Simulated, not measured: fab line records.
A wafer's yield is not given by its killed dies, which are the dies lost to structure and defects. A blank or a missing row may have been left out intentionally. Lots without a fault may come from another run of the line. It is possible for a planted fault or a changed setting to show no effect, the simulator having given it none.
The tool behind it: which one? || flow n5Finfet || 10 lots, 30 wafers sampled, at 1 step of a route of 1938

## WHAT THE GAUGES SHOWED, per wafer
N5_BEOL_M4_RC_MEAS_101.
{"lot": "L944", "measured": "day 8 14:13", "on": "prober-02", "DIBL_N (mV/V)": "32.8 35.9 34.4"}
{"lot": "L952", "measured": "day 10 15:55", "on": "prober-01", "DIBL_N (mV/V)": "36.1 34.8 35.1"}
{"lot": "L954", "measured": "day 11 09:40", "on": "prober-02", "DIBL_N (mV/V)": "34.9 35.7 36.9"}
{"lot": "L955", "measured": "day 11 09:52", "on": "prober-01", "DIBL_N (mV/V)": "38.3 38.2 35.9"}
{"lot": "L957", "measured": "day 11 13:01", "on": "prober-01", "DIBL_N (mV/V)": "36.7 37.6 36.9"}
{"lot": "L956", "measured": "day 11 17:23", "on": "prober-01", "DIBL_N (mV/V)": "37.3 37.9 37.8"}
{"lot": "L958", "measured": "day 12 06:56", "on": "prober-02", "DIBL_N (mV/V)": "38.5 35.0 32.8"}
{"lot": "L959", "measured": "day 12 15:16", "on": "prober-02", "DIBL_N (mV/V)": "36.3 34.8 37.2"}
{"lot": "L961", "measured": "day 13 01:27", "on": "prober-01", "DIBL_N (mV/V)": "35.4 37.0 35.2"}
{"lot": "L962", "measured": "day 13 05:11", "on": "prober-02", "DIBL_N (mV/V)": "35.5 32.0 35.6"}

## WHICH TOOL RAN EACH LOT (tool, then ch and the chambers of the sampled wafers, then the start)
The record holds no process step before these readings.

## THE ANSWER, worked out from the rows above alone
Rule: the lots themselves supply what counts as usual. Put in order of their means at a reading, lots are off if they are a third of the lots or fewer, leave a main group of 4 or more, and stand apart from it by a gap of 3 or more times the standard deviation of the main group's means; of several such gaps the widest counts. Not used: any main group whose means are identical at the precision the tables above print for the reading. Also off: a lot with no number at a reading for which 4 or more lots have one. All remaining lots with rows at the step are treated as sound.
Across all readings shown, no lot is off: no conclusion can be drawn from this.

## WHAT THE SIMULATOR HAD INSERTED
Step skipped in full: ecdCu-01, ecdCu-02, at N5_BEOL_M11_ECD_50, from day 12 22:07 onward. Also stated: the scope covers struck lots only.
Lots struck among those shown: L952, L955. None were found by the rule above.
